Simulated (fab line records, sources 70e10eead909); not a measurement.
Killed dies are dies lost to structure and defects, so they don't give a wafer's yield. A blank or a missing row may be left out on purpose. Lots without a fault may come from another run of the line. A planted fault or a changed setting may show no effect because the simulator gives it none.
Chamber matching | flow nand_harc | NHARC_A_SGD_CUT_STRIP_17 on rie_diel-08: 4 sister chambers
The step strips in O2. 18 wafers are shown with their chamber, then 9 later ones without.

WAFERS WITH THEIR CHAMBER
wafer  | chamber | showerhead_plenum_p_Torr (Torr) | oes_product_au (a.u.) | rf_vpp_V (V)
L858.2 | 0       | 3.60                            | 1.004                 | 57.4
L858.3 | 3       | 3.74                            | 1.000                 | 58.3
L858.5 | 0       | 3.60                            | 0.989                 | 56.3
L860.3 | 2       | 3.37                            | 0.988                 | 57.8
L860.5 | 0       | 3.59                            | 1.001                 | 57.7
L860.6 | 3       | 3.74                            | 1.015                 | 59.7
L861.1 | 2       | 3.37                            | 0.994                 | 58.2
L861.4 | 3       | 3.73                            | 1.018                 | 58.2
L861.6 | 3       | 3.73                            | 1.007                 | 56.5
L863.2 | 3       | 3.73                            | 1.004                 | 57.5
L863.3 | 2       | 3.37                            | 0.990                 | 58.4
L863.5 | 0       | 3.59                            | 0.998                 | 57.7
L864.1 | 3       | 3.73                            | 1.020                 | 57.5
L864.2 | 1       | 3.47                            | 0.990                 | 57.3
L864.4 | 0       | 3.59                            | 1.006                 | 58.0
L867.3 | 1       | 3.47                            | 0.972                 | 57.7
L867.5 | 3       | 3.73                            | 1.028                 | 57.1
L867.6 | 0       | 3.59                            | 0.996                 | 58.5

SIGNATURES (means of the wafers above)
reading                  | chamber 0 | chamber 1 | chamber 2 | chamber 3 | scatter within a chamber
showerhead_plenum_p_Torr | 3.5933    | 3.4700    | 3.3700    | 3.7329    | 0.00444
oes_product_au           | 0.99900   | 0.98100   | 0.99067   | 1.01314   | 0.00827
rf_vpp_V                 | 57.600    | 57.500    | 58.133    | 57.829    | 0.818
Rule: a wafer's distance from a chamber is the root of the sum, over the readings, of the square of ((its reading less the chamber's mean) divided by the reading's scatter). The wafer belongs to the nearest chamber; if the next one is less than 2 further off, it can't be placed. The scatter: the root of (the sum of the squares of (reading less its chamber's mean) over the shown wafers, divided by (wafers less chambers)).

WAFERS WITHOUT THEIR CHAMBER
wafer  | showerhead_plenum_p_Torr (Torr) | oes_product_au (a.u.) | rf_vpp_V (V)
L868.1 | 3.73                            | 1.027                 | 58.7
L868.3 | 3.47                            | 0.973                 | 58.5
L868.6 | 3.47                            | 0.974                 | 58.0
L875.2 | 3.73                            | 1.012                 | 58.8
L875.3 | 3.47                            | 0.959                 | 57.2
L875.4 | 3.59                            | 0.996                 | 57.4
L877.1 | 3.59                            | 1.002                 | 57.5
L877.4 | 3.37                            | 1.008                 | 57.4
L877.6 | 3.47                            | 0.964                 | 58.1

WHICH CHAMBER EACH WENT THROUGH
wafer  | from the rows above | in truth
L868.1 | 3                   | 3
L868.3 | 1                   | 1
L868.6 | 1                   | 1
L875.2 | 3                   | 3
L875.3 | 1                   | 1
L875.4 | 0                   | 0
L877.1 | 0                   | 0
L877.4 | 2                   | 2
L877.6 | 1                   | 1
Placed correctly: 9 of 9. Can't be placed from these rows: 0. Placed wrongly: 0.
